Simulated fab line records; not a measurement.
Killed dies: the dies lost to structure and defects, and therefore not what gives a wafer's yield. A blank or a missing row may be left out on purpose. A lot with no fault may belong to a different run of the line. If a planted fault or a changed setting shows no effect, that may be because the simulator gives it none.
Chamber matching	flow nand-harc	NHARC_A_STAIRCASE_TRIM_196 on rie-diel-08: 4 sister chambers
The step chemistry O2, time 211.2 s. 16 wafers are shown with their chamber, then 8 later ones without.

WAFERS PAIRED WITH THEIR CHAMBERS
wafer	chamber	showerhead-plenum-p-Torr (Torr)	rf-vpp-V (V)	throttle-valve-pct (%)
L082.1	3	3.44	56.3	17.040
L082.3	2	3.37	57.2	17.037
L082.6	0	3.67	57.9	17.025
L086.2	3	3.43	58.7	17.024
L086.5	1	3.61	58.5	17.048
L086.6	0	3.67	58.8	17.045
L085.2	0	3.67	59.2	17.007
L085.4	2	3.37	57.1	17.043
L085.6	0	3.67	58.0	17.043
L087.1	3	3.43	57.1	17.030
L087.4	2	3.36	56.6	17.046
L087.6	1	3.61	58.5	17.031
L089.3	3	3.43	56.5	17.027
L089.4	1	3.61	58.4	17.026
L089.6	2	3.36	57.6	17.029
L090.1	1	3.61	58.4	17.024

SIGNATURES (means of the wafers above)
reading	chamber 0	chamber 1	chamber 2	chamber 3	scatter within a chamber
showerhead-plenum-p-Torr	3.6700	3.6100	3.3650	3.4325	0.00382
rf-vpp-V	58.475	58.450	57.125	57.150	0.662
throttle-valve-pct	17.03000	17.03225	17.03875	17.03025	0.0116
Rule: distance of a wafer from a chamber = root of the sum over the readings of ((wafer's reading minus chamber's mean) / reading's scatter) squared. If the next closest chamber is less than 2 further off than the closest, the wafer can't be placed; otherwise it belongs to the closest. How the scatter is found: for the shown wafers, subtract from each reading the mean of its chamber, square and add these, divide the total by (wafers less chambers), then take the root.

WAFERS WITHOUT THEIR CHAMBER
wafer	showerhead-plenum-p-Torr (Torr)	rf-vpp-V (V)	throttle-valve-pct (%)
L090.5	3.61	58.8	17.034
L090.6	3.36	59.3	17.024
L093.1	3.36	56.3	17.036
L093.2	3.43	58.3	17.014
L093.4	3.66	57.2	17.038
L094.2	3.43	58.2	17.035
L094.3	3.36	57.4	17.028
L094.6	3.36	58.4	17.036

WHICH CHAMBER EACH WENT THROUGH
wafer	from the rows above	in truth
L090.5	1	1
L090.6	2	2
L093.1	2	2
L093.2	3	3
L093.4	0	0
L094.2	3	3
L094.3	2	2
L094.6	2	2
8 of 8 placed correctly. Number that these rows cannot place: 0. Number placed wrongly: 0.
